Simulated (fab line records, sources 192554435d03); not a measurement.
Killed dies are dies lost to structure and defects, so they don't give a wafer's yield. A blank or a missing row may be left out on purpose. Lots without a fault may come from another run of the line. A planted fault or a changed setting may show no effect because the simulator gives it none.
Split-lot experiment | flow n5_finfet | 7 lots, 39 wafers read, on a route of 1938 steps

THE SPLIT
At N5_SDB_ALD_29 (deposits SiNx, target thk 30 nm, pulse time 1 s, ald cycles 600), the setting ald_cycles was moved away from the recipe's 600 on 12 of the 39 wafers read, by -32.7% to +25.0%. The other wafers ran this setting at the recipe's value.

The reading is taken at the split's own step.

THE READING
SiNx_of_SDB_ALD_29.thk_nm (the simulator's own value, which no gauge read), in nm, at N5_SDB_ALD_29 (deposits SiNx, target thk 30 nm, pulse time 1 s, ald cycles 600). The file gives no usual value for it. The 27 wafers here that ran the recipe average 29.9 nm, standard deviation 0.19 nm.

wafer  | tool, chamber at the split | ald_cycles as run | against the recipe | SiNx_of_SDB_ALD_29.thk_nm, nm | against lot-mates on the recipe
L074.1 | ald_sin-04, 0,1,1          | 600               | recipe             | 29.6                          | -
L074.4 | ald_sin-04, 0,1,1          | 600               | recipe             | 29.6                          | -
L074.6 | ald_sin-04, 0,1,1          | 600               | recipe             | 29.6                          | -
L074.2 | ald_sin-04, 2,3,2          | 600               | recipe             | 29.8                          | -
L074.3 | ald_sin-04, 2,3,2          | 600               | recipe             | 29.8                          | -
L074.5 | ald_sin-04, 2,3,2          | 600               | recipe             | 29.8                          | -
L076.1 | ald_sin-03, 2,0,1          | 750               | +25.0%             | 37.6                          | +7.5
L076.3 | ald_sin-03, 2,0,1          | 750               | +25.0%             | 37.6                          | +7.5
L076.4 | ald_sin-03, 2,0,1          | 750               | +25.0%             | 37.6                          | +7.5
L076.2 | ald_sin-03, 3,1            | 600               | recipe             | 30                            | -
L076.5 | ald_sin-03, 3,1            | 600               | recipe             | 30                            | -
L076.6 | ald_sin-03, 2              | 600               | recipe             | 30.2                          | -
L078.1 | ald_sin-04, 3              | 600               | recipe             | 30                            | -
L078.2 | ald_sin-04, 1,3            | 725               | +20.8%             | 36.2                          | +6.2
L078.5 | ald_sin-04, 1,3            | 725               | +20.8%             | 36.2                          | +6.2
L078.3 | ald_sin-04, 2              | 600               | recipe             | 30.2                          | -
L078.4 | ald_sin-04, 0              | 600               | recipe             | 29.8                          | -
L078.6 | ald_sin-04, 2              | 725               | +20.8%             | 36.4                          | +6.4
L079.1 | ald_sin-01, 3              | 467               | -22.2%             | 23.8                          | -6.3
L079.2 | ald_sin-01, 0,3            | 600               | recipe             | 30                            | -
L079.6 | ald_sin-01, 0,3            | 600               | recipe             | 30                            | -
L079.3 | ald_sin-01, 1              | 467               | -22.2%             | 23.4                          | -6.7
L079.4 | ald_sin-01, 2              | 467               | -22.2%             | 23.6                          | -6.5
L079.5 | ald_sin-01, 2              | 600               | recipe             | 30.4                          | -
L091.1 | ald_sin-01, 2,1,0,2,1      | 600               | recipe             | 30                            | -
L091.2 | ald_sin-01, 2,1,0,2,1      | 600               | recipe             | 30                            | -
L091.3 | ald_sin-01, 2,1,0,2,1      | 600               | recipe             | 30                            | -
L091.5 | ald_sin-01, 2,1,0,2,1      | 600               | recipe             | 30                            | -
L091.6 | ald_sin-01, 2,1,0,2,1      | 600               | recipe             | 30                            | -
L091.4 | ald_sin-01, 3              | 600               | recipe             | 29.8                          | -
L094.1 | ald_sin-01, 2,1,3          | 600               | recipe             | 30                            | -
L094.3 | ald_sin-01, 2,1,3          | 600               | recipe             | 30                            | -
L094.4 | ald_sin-01, 2,1,3          | 600               | recipe             | 30                            | -
L094.2 | ald_sin-01, 0              | 404               | -32.7%             | 20.2                          | -9.8
L094.6 | ald_sin-01, 0              | 404               | -32.7%             | 20.2                          | -9.8
L094.5 | ald_sin-01, 3              | 404               | -32.7%             | 20                            | -10.0
L097.2 | ald_sin-01, 1              | 600               | recipe             | 30.2                          | -
L097.3 | ald_sin-01, 0              | 600               | recipe             | 29.8                          | -
L097.5 | ald_sin-01, 1              | 600               | recipe             | 30                            | -
Where a row lists several chambers, the file gives one row for several wafers and doesn't say which wafer went through which chamber.

THE FIT
A straight line over all 39 wafers: SiNx_of_SDB_ALD_29.thk_nm changes by +0.3 nm for each +1% of ald_cycles; r = +1.00; the points scatter about the line by 0.19 nm.
The same after taking each lot's own level away (the mean of its wafers on the recipe; 39 wafers): +0.3 nm for each +1%; r = +1.00; scatter 0.12 nm.
On that fit, the largest move of ald_cycles shifts the reading by 9.8 nm.
The lots' own levels span 29.70 to 30.13 nm, that is 2.3 times the standard deviation above.
So the lot-to-lot level changes the slope little: the two slopes agree.
Check: with one of the wafers moved furthest among these (-32.7%) left out of the fit, the line predicts -9.8 nm for it against its lot-mates. It came out at -9.8 nm against them.

OTHER SPLITS ON THESE WAFERS
These wafers also went through other splits before the reading. Each is held against what the fit with the lots' levels taken away leaves over:
other split on the same wafers                 | wafers away from the commonest value | r with SiNx_of_SDB_ALD_29.thk_nm (lot level and that fit taken away)
N5_PMOS_HMC_CHANNEL_EPI_HM_DEP_34 target_thk_a | 12                                   | -0.10
N5_FIN_CUT_CUT_ETCH_26 target_depth_a          | 15                                   | +0.19

THE WHOLE CHAIN: every reading that the file lists as answering this split, in the file's order
step          | what it does                                                      | reading                                                                    | change (the file's fit)                                                              | r (the file's)
N5_SDB_ALD_29 | deposits SiNx, target thk 30 nm, pulse time 1 s, ald cycles 600   | SiNx_of_SDB_ALD_29.thk_nm (the simulator's own value, which no gauge read) | +0.3 nm for each +1% of the setting                                                  | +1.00
N5_SDB_CMP_30 | polishes, stops on poly-Si, t overpolish 1.54 s, target thk 30 nm | SiNx_of_SDB_ALD_29.thk_nm (the simulator's own value, which no gauge read) | not straight: 20.13 at the lowest setting, 29.95 at the recipe, 29.53 at the highest | not given

THE FILE'S OWN FIT
SiNx_of_SDB_ALD_29.thk_nm changes by +0.3 nm for each +1% of ald_cycles, r = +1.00.
